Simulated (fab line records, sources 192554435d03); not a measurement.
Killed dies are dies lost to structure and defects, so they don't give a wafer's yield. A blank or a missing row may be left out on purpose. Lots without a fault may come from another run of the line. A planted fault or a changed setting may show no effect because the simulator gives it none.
Split-lot experiment | flow n5_finfet | 7 lots, 21 wafers read, on a route of 1938 steps

THE SPLIT
At N5_BEOL_M2_COAT_67 (time 60 s, resist thk 60 nm), the setting spin_rpm was moved away from the recipe's 1500 rpm on 8 of the 21 wafers read, by +5.5% to +11.1%. The other wafers ran this setting at the recipe's value.

FROM THE SPLIT TO THE READING: what the file shows between them, 8 steps
- N5_BEOL_M2_COAT_22: resist thk 30 nm (also split here: spin_rpm)
- N5_BEOL_M2_EBR_24
- N5_BEOL_M2_SOFTBAKE_23: time 60 s
- N5_BEOL_M2_DESCUM_33: chemistry O2, time 7 s
- N5_BEOL_M2_ETCH_77: etches underlayer in N2/H2, target depth 6.5 nm, time 5.2 s
- N5_BEOL_M2_ETCH_69: etches SiARC in CF4, target depth 15.6 nm, time 26 s
- N5_BEOL_M2_ALD_98: deposits SiO2, target thk 2.5 nm, pulse time 1 s, co reactant pulse time 1 s
- N5_BEOL_M2_ETCHBACK_99: etches SiO2 in CHF3, target depth 5 nm, time 10.4 s

THE READING
etch.depth_nm (the simulator's own value, which no gauge read), in nm, at N5_BEOL_M2_ETCH_70 (etches SOC in N2/H2, target depth 80 nm, overetch 24 nm, time 130 s). The file gives no usual value for it. The 13 wafers here that ran the recipe average 60.01 nm, standard deviation 0.093 nm.

wafer  | tool, chamber at the split | spin_rpm as run, rpm | against the recipe | etch.depth_nm, nm | against lot-mates on the recipe
L078.1 | litho_track-01, 0          | 1500                 | recipe             | 60                | -
L078.2 | litho_track-01, 0          | 1500                 | recipe             | 60.12             | -
L078.6 | litho_track-01, 0          | 1500                 | recipe             | 59.95             | -
L079.2 | litho_track-01, 0          | 1500                 | recipe             | 59.98             | -
L079.5 | litho_track-01, 0          | 1500                 | recipe             | 59.99             | -
L079.6 | litho_track-01, 0          | 1500                 | recipe             | 59.96             | -
L077.2 | litho_track-02, 0          | 1582                 | +5.5%              | 58.7              | -1.36
L077.3 | litho_track-02, 0          | 1500                 | recipe             | 60.06             | -
L077.4 | litho_track-02, 0          | 1582                 | +5.5%              | 58.61             | -1.45
L080.3 | litho_track-05, 0          | 1644                 | +9.6%              | 56.96             | no lot-mate on the recipe
L080.4 | litho_track-05, 0          | 1644                 | +9.6%              | 57.07             | no lot-mate on the recipe
L080.5 | litho_track-05, 0          | 1644                 | +9.6%              | 56.88             | no lot-mate on the recipe
L083.2 | litho_track-02, 0          | 1500                 | recipe             | 60.21             | -
L083.3 | litho_track-02, 0          | 1605                 | +7.0%              | 58.2              | -1.97
L083.5 | litho_track-02, 0          | 1500                 | recipe             | 60.14             | -
L084.1 | litho_track-05, 0          | 1500                 | recipe             | 59.86             | -
L084.2 | litho_track-05, 0          | 1500                 | recipe             | 59.95             | -
L084.4 | litho_track-05, 0          | 1500                 | recipe             | 59.99             | -
L085.2 | litho_track-05, 0          | 1667                 | +11.1%             | 57.1              | -2.82
L085.5 | litho_track-05, 0          | 1500                 | recipe             | 59.92             | -
L085.6 | litho_track-05, 0          | 1667                 | +11.1%             | 57.11             | -2.81

THE FIT
A straight line over all 21 wafers: etch.depth_nm changes by -0.285 nm for each +1% of spin_rpm; r = -0.99; the points scatter about the line by 0.19 nm.
The same after taking each lot's own level away (the mean of its wafers on the recipe; 18 wafers): -0.257 nm for each +1%; r = -1.00; scatter 0.064 nm.
On that fit, the largest move of spin_rpm shifts the reading by 2.9 nm.
The lots' own levels span 59.920 to 60.175 nm, that is 2.7 times the standard deviation above.
So the lot-to-lot level changes the slope: the two fits differ.
Check: with one of the wafers moved furthest among these (+11.1%) left out of the fit, the line predicts -2.89 nm for it against its lot-mates. It came out at -2.82 nm against them.

OTHER SPLITS ON THESE WAFERS
These wafers also went through other splits before the reading. Each is held against what the fit with the lots' levels taken away leaves over:
other split on the same wafers          | wafers away from the commonest value | r with etch.depth_nm (lot level and that fit taken away)
N5_BEOL_M0_SAQP_ETCH_106 target_depth_a | 5                                    | +0.04
N5_BEOL_M1_HM_DEP_02 target_thk_a       | 8                                    | -0.29
N5_BEOL_M1_COAT_61 spin_rpm             | 6                                    | +0.19
N5_BEOL_M1_TRENCH_ETCH_37 bias_w        | 5                                    | -0.09
N5_BEOL_M2_COAT_22 spin_rpm             | 5                                    | -0.39

THE WHOLE CHAIN: every reading that the file lists as answering this split, in the file's order
step               | what it does                                                        | reading                                                                        | change (the file's fit)               | r (the file's)
N5_BEOL_M2_COAT_67 | time 60 s, resist thk 60 nm                                         | SOC_of_BEOL_M2_COAT_67.thk_nm (the simulator's own value, which no gauge read) | -0.26 nm for each +1% of the setting  | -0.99
N5_BEOL_M2_ETCH_70 | etches SOC in N2/H2, target depth 80 nm, overetch 24 nm, time 130 s | etch.depth_nm (the simulator's own value, which no gauge read)                 | -0.261 nm for each +1% of the setting | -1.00

THE FILE'S OWN FIT
etch.depth_nm changes by -0.261 nm for each +1% of spin_rpm, r = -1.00.
